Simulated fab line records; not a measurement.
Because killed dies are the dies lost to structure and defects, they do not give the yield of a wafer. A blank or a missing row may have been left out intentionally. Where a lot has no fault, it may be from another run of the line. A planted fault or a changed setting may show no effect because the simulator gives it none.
fab line records	flow nand-harc
[record] lots = 6	wafers = 18	last-day = 24
route steps=1159 shown P_STI@76 END@1159
lots with no fault: from the same line, run without faults
start-h: hours from the record's opening day to when the first of the lot's shown wafers began	wait-h: time in hours since the lot's previous step	" same as the row above	L1.1+2: a single row standing in for several wafers	- no value, or no start given	* or withheld: withheld	< > ~ a bound
route shown NAME@n: names a module that has steps shown in the file, with the first one's number in the route	usual: mean/standard deviation taken from wafers without a fault	same: alike in all rows	chamber/n: place in a boat	sites: per-site readings	_std_site: standard deviation across them	_edge_site: mean of outer sites minus mean of inner sites	radius-mm: for every site, how far away it sits from the centre of the wafer	mask NAME#n: copy n	behind: the last tool/chamber to shape the wafer	hold: what put the lot on hold/how long, in hours/how the hold closed	device: the n, p or np transistor that did not switch	end of line: tests of these same wafers at the route's end	for a step that has no rows: nothing shown but its recipe	killed: at the first sort, the dies lost to defects and structure; wafer yield is something else	map: shows each die of a wafer: x if killed, . if not, _ if none is there
set.NAME: setting as actually run; set.NAME@STEP: the setting as run at that earlier step	model.NAME: the simulator's own value behind a step, which no gauge read
lots seen at some steps along the route; tables by step, rows by wafer
services: a tool's chamber out of use, with start hour (start-h, from the record's first day; less than 0 if before it), hours out, and reason
[[steps]]
[step NHARC_P_STI_COAT_41]
[recipe] temp-c = 200	time-s = 65
[step NHARC_P_STI_COAT_03]
[recipe] spin-rpm = 2000	resist-thk-nm = 600
[step NHARC_P_STI_SOFTBAKE_04]
[recipe] temp-c = 125	time-s = 70
[step NHARC_P_STI_EBR_05]
[step NHARC_P_STI_EXPOSE_06]
[recipe] na = 0.55	target-cd-nm = 200	dose-mj = 37.69	mask-id = P_STI
[step NHARC_P_STI_PEB_07]
[recipe] peb-temp-c = 128	peb-time-s = 80
[step NHARC_P_STI_DEVELOP_08]
[recipe] time-s = 50	dev-temp-c = 22
[step NHARC_P_STI_CD_MEAS_09]
[recipe] target-cd-nm = 200	landing-energy-ev = 500
[usual] cd-nm = 200.2/1.7
lot.wafer	tool	chamber	start-h	wait-h	cd-nm
L712.1	cd-sem-03	0	49.13	-	199.2
L712.4	"	0	"	"	198.8
L712.6	"	0	"	"	199.8
L725.2	cd-sem-03	0	126.34	-	199.2
L725.4	"	0	"	"	199.8
L725.5	"	0	"	"	199.4
L727.1	cd-sem-03	0	139.91	-	202.0
L727.2	"	0	"	"	201.4
L727.4	"	0	"	"	202.9
L729.1	cd-sem-03	0	149.01	-	198.6
L729.4	"	0	"	"	197.8
L729.5	"	0	"	"	201.9
L731.1	cd-sem-02	0	162.75	-	199.6
L731.4	"	0	"	"	200.0
L731.5	"	0	"	"	200.7
L732.4	cd-sem-02	0	167.17	-	199.3
L732.5	"	0	"	"	196.7
L732.6	"	0	"	"	198.0
[step NHARC_P_STI_OVL_MEAS_10]
[usual] overlay-x-nm = -1/7	overlay-y-nm = 2/6.7
lot.wafer	tool	chamber	start-h	wait-h	overlay-x-nm	overlay-y-nm
L712.1	overlay-02	-	49.22	-	2	1
L712.4	"	-	"	"	1	1
L712.6	"	-	"	"	2	1
L725.2	overlay-02	-	126.42	-	3	1
L725.4	"	-	"	"	3	0
L725.5	"	-	"	"	2	1
L727.1	overlay-01	-	140.00	-	0	-6
L727.2	"	-	"	"	1	-6
L727.4	"	-	"	"	1	-6
L729.1	overlay-01	-	149.09	-	3	7
L729.4	"	-	"	"	3	7
L729.5	"	-	"	"	3	7
L731.1	overlay-02	-	162.84	-	-20	11
L731.4	"	-	"	"	-19	10
L731.5	"	-	"	"	-19	11
L732.4	overlay-01	-	167.25	-	3	7
L732.5	"	-	"	"	2	7
L732.6	"	-	"	"	2	8
[step NHARC_P_STI_INSPECT_11]
[usual] raw-defect-count = 6.0/2.9
lot.wafer	tool	chamber	start-h	wait-h	raw-defect-count
L712.1	defect-inspect-02	-	49.25	0.0	3
L712.4	"	-	"	"	2
L712.6	"	-	"	"	3
L725.2	defect-inspect-02	-	126.46	0.0	9
L725.4	"	-	"	"	9
L725.5	"	-	"	"	4
L727.1	defect-inspect-02	-	140.04	0.0	2
L727.2	"	-	"	"	6
L727.4	"	-	"	"	2
L729.1	defect-inspect-02	-	149.13	0.0	5
L729.4	"	-	"	"	4
L729.5	"	-	"	"	4
L731.1	defect-inspect-02	-	162.88	0.0	6
L731.4	"	-	"	"	12
L731.5	"	-	"	"	9
L732.4	defect-inspect-01	-	167.28	0.0	3
L732.5	"	-	"	"	8
L732.6	"	-	"	"	7
[step NHARC_P_STI_HARDBAKE_13]
[recipe] temp-c = 118	time-s = 65
[step NHARC_P_STI_DESCUM_14]
[recipe] time-s = 3	o2-flow-sccm = 200	ar-flow-sccm = 0	bias-power-w = 0	chemistry = O2
[usual] drypump-motor-current-A = 5.7/0.36	oes-product-au = 1.000/0.0084	rf-vpp-V = 57.8/0.93	showerhead-plenum-p-Torr = 1.91/0.086	throttle-valve-pct = 11.312/0.0095
lot.wafer	tool	chamber	start-h	wait-h	drypump-motor-current-A	oes-product-au	rf-hours-counter-h	rf-vpp-V	showerhead-plenum-p-Torr	throttle-valve-pct
L712.4	rie-diel-03	3	49.40	-	5.4	0.988	0	56.5	1.80	11.306
L712.1	"	0	"	"	5.3	0.996	0	58.9	1.96	11.312
L712.6	"	2	"	"	5.8	1.003	-	56.5	2.00	11.330
L725.2	rie-diel-07	3	126.60	-	6.3	0.999	2.0	57.5	2.00	11.310
L725.4	"	1	"	"	4.9	1.009	-	57.9	1.84	11.312
L725.5	"	0	"	"	6.0	1.001	-	58.7	1.97	11.325
L727.1	rie-diel-07	3	140.17	-	6.3	0.992	2.3	59.7	2.00	11.301
L727.2	"	1	"	"	4.9	1.000	2.6	57.0	1.84	11.324
L727.4	"	2	"	"	5.3	1.000	1.7	59.0	2.01	11.311
L729.4	rie-diel-07	0	149.27	-	6.0	1.013	3.1	58.8	1.97	11.316
L729.1	"	1	"	"	4.9	1.007	3.2	57.8	1.84	11.305
L729.5	"	1	"	"	4.9	1.006	-	58.2	1.84	11.319
L731.1	rie-diel-11	0	163.01	-	5.8	1.013	8.7	58.4	1.79	11.319
L731.4	"	2	"	"	5.6	1.000	6.6	58.3	1.93	11.304
L731.5	"	0	"	"	5.8	1.001	-	57.1	1.79	11.316
L732.4	rie-diel-03	0	167.42	-	5.3	1.009	2.5	57.1	1.96	11.295
L732.6	"	0	"	"	5.3	0.995	-	58.5	1.96	11.295
L732.5	"	1	"	"	6.3	0.983	-	57.0	1.78	11.317
[step NHARC_P_STI_ETCH_42]
[recipe] target-depth-a = 800	overetch-a = 240	time-s = 61	ion-energy-ev = 200	n2-flow-sccm = 150	h2-flow-sccm = 150	ar-flow-sccm = 0	rf-w = 400	bias-w = 150	chemistry = N2/H2
[usual] drypump-motor-current-A = 5.7/0.37	oes-product-au = 0.999/0.0085	rf-fwd-power-W = 396.7/1.7	rf-vpp-V = 430.6/2.7	showerhead-plenum-p-Torr = 2.04/0.095	throttle-valve-pct = 14.173/0.0092
lot.wafer	tool	chamber	start-h	wait-h	drypump-motor-current-A	oes-product-au	rf-fwd-power-W	rf-hours-counter-h	rf-vpp-V	showerhead-plenum-p-Torr	throttle-valve-pct
L712.1	rie-diel-03	1	49.47	0.1	6.3	1.011	399.8	0.0	426.4	1.90	14.169
L712.4	"	3	"	"	5.4	0.987	395.6	0.0	426.6	1.92	14.166
L712.6	"	2	"	"	5.8	1.015	396.0	-	433.7	2.14	14.168
L725.2	rie-diel-07	3	126.71	0.1	6.4	0.992	397.4	2.0	433.5	2.14	14.185
L725.5	"	0	"	"	6.0	0.998	397.4	-	433.0	2.10	14.158
L725.4	"	3	"	"	6.3	0.993	396.8	-	434.0	2.14	14.172
L727.2	rie-diel-07	3	140.26	0.1	6.3	0.993	397.9	2.3	432.7	2.14	14.176
L727.4	"	0	"	"	6.0	0.855	397.8	2.5	432.3	2.10	14.155
L727.1	"	1	"	"	4.9	0.991	395.8	2.6	429.1	1.95	14.157
L729.4	rie-diel-07	1	149.35	0.1	4.9	1.004	398.3	3.2	429.1	1.95	14.193
L729.1	"	2	"	"	5.4	1.004	393.5	2.4	431.8	2.14	14.178
L729.5	"	0	"	"	6.0	0.870	394.3	-	432.8	2.10	14.172
L731.1	rie-diel-11	1	163.10	0.1	5.5	1.005	398.9	7.7	431.0	2.07	14.173
L731.4	"	3	"	"	6.0	0.989	396.2	7.6	433.2	2.14	14.178
L731.5	"	2	"	"	5.6	0.996	395.8	-	431.4	2.05	14.169
L732.4	rie-diel-03	3	167.51	0.1	5.4	0.985	397.9	2.7	426.8	1.92	14.172
L732.6	"	1	"	"	6.3	0.995	397.3	-	426.4	1.90	14.175
L732.5	"	2	"	"	5.9	1.005	393.4	-	434.8	2.14	14.171
[step NHARC_P_STI_ETCH_31]
[recipe] target-depth-a = 1089	time-s = 54.5	cf4-flow-sccm = 100	chf3-flow-sccm = 30	ar-flow-sccm = 0	rf-w = 500	bias-w = 200	chemistry = CF4/CHF3
[usual] drypump-motor-current-A = 5.7/0.37	oes-product-au = 0.963/0.014	rf-fwd-power-W = 495.4/2.2	rf-vpp-V = 370.5/2.3	showerhead-plenum-p-Torr = 1.57/0.067	throttle-valve-pct = 16.803/0.0083
lot.wafer	tool	chamber	start-h	wait-h	drypump-motor-current-A	oes-product-au	rf-fwd-power-W	rf-hours-counter-h	rf-vpp-V	showerhead-plenum-p-Torr	throttle-valve-pct
L712.4	rie-diel-03	3	-	-	5.4	0.971	497.4	0.0	367.6	1.49	16.806
L712.1	"	0	"	"	5.3	0.980	494.4	0.0	371.6	1.61	16.800
L712.6	"	3	"	"	5.4	0.977	496.4	-	366.8	1.49	16.819
L725.2	rie-diel-07	3	-	-	6.3	0.971	497.7	2.0	372.5	1.64	16.813
L725.5	"	1	"	"	4.9	0.954	497.4	-	368.0	1.51	16.810
L725.4	"	3	"	"	6.3	0.961	496.9	-	371.9	1.64	16.799
L727.1	rie-diel-07	1	-	-	4.9	0.980	494.9	2.6	367.3	1.51	16.785
L727.4	"	2	"	"	5.4	0.964	496.8	1.7	373.2	1.65	16.805
L727.2	"	0	"	"	6.0	0.965	498.5	2.5	371.7	1.61	16.799
L729.1	rie-diel-07	3	-	-	6.3	0.972	497.8	3.0	374.1	1.64	16.797
L729.4	"	0	"	"	6.0	0.964	494.6	3.1	370.7	1.61	16.795
L729.5	"	3	"	"	6.3	0.971	497.6	-	372.5	1.64	16.807
L731.1	rie-diel-11	1	-	-	5.5	0.965	498.4	7.8	369.8	1.59	16.808
L731.4	"	2	"	"	5.6	0.972	494.0	6.6	370.1	1.58	16.813
L731.5	"	1	"	"	5.4	0.967	494.8	-	370.5	1.59	16.797
L732.4	rie-diel-03	1	-	-	6.2	0.946	498.8	2.6	366.2	1.47	16.798
L732.5	"	2	"	"	5.8	0.980	494.7	-	372.3	1.64	16.805
L732.6	"	3	"	"	5.4	0.968	496.6	-	367.0	1.49	16.808
[step NHARC_END_SORT_01]
[recipe] temp-c = 25
[usual] killed-at-array = 28/10	killed-at-other = 0.6/0.85	killed-at-periphery = 3.3/2.3	killed-dies = 32/11	killed-open = 3.3/1.5	killed-short = 2.1/1.4
[same] gross-dies = 677
lot.wafer	tool	chamber	start-h	wait-h	killed-at-array	killed-at-other	killed-at-periphery	killed-dies	killed-open	killed-short
L725.2	prober-02	0	536.85	2.8	24	0	3	27	1	0
L725.4	prober-02	0	538.43	3.4	37	1	1	39	3	1
L725.5	prober-02	0	539.22	3.7	29	0	0	29	4	3
L731.1	prober-01	0	545.45	2.5	29	0	2	31	1	2
L731.4	prober-01	0	547.84	3.4	32	2	7	41	7	1
L731.5	prober-01	0	548.64	3.7	25	2	1	28	3	1
// killed by level:class
L725.2 A_SLIT:chamber-film-flake=16 A_BONDPAD:chamber-film-flake=3 P_BONDPAD:chamber-film-flake=2 A_CHANNEL_HOLE_D1:chamber-film-flake=2 A_WL_FILL:geometric-particle:open=1 P_M1:chamber-film-flake=1 A_ZERO_WELL:chamber-film-flake=1 A_STAIRCASE:chamber-film-flake=1
L725.4 A_SLIT:chamber-film-flake=17 A_CHANNEL_HOLE_D1:chamber-film-flake=5 A_BONDPAD:chamber-film-flake=4 A_WL_FILL:chamber-film-flake=3 A_CONTACT:chamber-film-flake=2 P_M0:geometric-particle:open=1 A_ONON_D1:geometric-particle:open=1 A_CONTACT:geometric-particle:short=1
L725.5 A_SLIT:chamber-film-flake=14 A_CHANNEL_HOLE_D1:chamber-film-flake=3 A_SOURCE_PLATE:geometric-particle:short=2 A_CHANNEL_FILL_D1:geometric-particle:open=2 A_CONTACT:chamber-film-flake=2 A_ONON_D1:geometric-particle:open=1 A_BLC:geometric-particle:short=1 A_M0:geometric-particle:open=1
L731.1 A_CHANNEL_HOLE_D1:chamber-film-flake=21 A_CHANNEL_FILL_D1:chamber-film-flake=2 A_STAIRCASE:chamber-film-flake=2 P_GATE:geometric-particle:short=1 A_ONON_D1:geometric-particle:open=1 A_M1:geometric-particle:short=1 P_STI:chamber-film-flake=1 A_ZERO_WELL:chamber-film-flake=1
L731.4 A_CHANNEL_HOLE_D1:chamber-film-flake=25 P_M0:geometric-particle:open=3 P_ZERO_WELL:chamber-film-flake=2 A_WL_FILL:geometric-particle:open=1 A_CONTACT:geometric-particle:short=1 A_M0:geometric-particle:open=1 A_M1:geometric-particle:open=1 P_GATE:chamber-film-flake=1
L731.5 A_CHANNEL_HOLE_D1:chamber-film-flake=14 A_CONTACT:chamber-film-flake=4 A_STAIRCASE:chamber-film-flake=3 THIN_TSV:chamber-film-flake=2 P_M0:geometric-particle:open=1 A_SGD_CUT:geometric-particle:open=1 A_WL_FILL:geometric-particle:short=1 A_M0:geometric-particle:open=1
[[services]]
tool	chamber	start-h	hours	kind
rie-diel-07	0	30.20	-	clean
rie-diel-07	1	30.20	-	clean
rie-diel-07	2	30.20	-	clean
rie-diel-07	3	30.20	-	clean
rie-diel-03	-	38.30	9.0	pm
rie-diel-07	-	51.20	9.0	pm
rie-diel-07	0	51.20	9.0	vent-cycle
rie-diel-07	1	51.20	9.0	vent-cycle
rie-diel-07	2	51.20	9.0	vent-cycle
rie-diel-07	3	51.20	9.0	vent-cycle
rie-diel-07	0	60.20	-	clean
rie-diel-07	1	60.20	-	clean
rie-diel-07	2	60.20	-	clean
rie-diel-07	3	60.20	-	clean
rie-diel-07	2	69.14	5.6	repair
rie-diel-07	0	84.70	-	clean
rie-diel-07	1	84.70	-	clean
rie-diel-07	2	84.70	-	clean
rie-diel-07	3	84.70	-	clean
rie-diel-03	2	97.76	1.9	repair
rie-diel-07	0	109.20	-	clean
rie-diel-07	1	109.20	-	clean
rie-diel-07	2	109.20	-	clean
rie-diel-07	2	123.84	3.5	repair
[[key]]
[first-sign] step = NHARC_P_STI_ETCH_42	reading = oes-product-au	direction = down	sigmas = 16	usual = 0.999	struck = 0.863
effect none on later readings
met-at NHARC_P_STI_ETCH_42
struck-wafers L727.4,L729.5
tester-left-out L727,L729
onset-between 126.71 140.26
[fault] kind = process-parameter-drift	tool = rie-diel-07	chamber = 0	onset-h = 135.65	steps = NHARC_P_STI_ETCH_42	channel = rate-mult	offset = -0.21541	shape = step	end-h = 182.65
// tester-left-out: of these lots the tester's yield and bins aren't shown, on N5 and GAA mostly nor the transistor test; their killed dies are dies lost to structure and defects alone, not to doping, threshold or leakage, so they don't give the yield
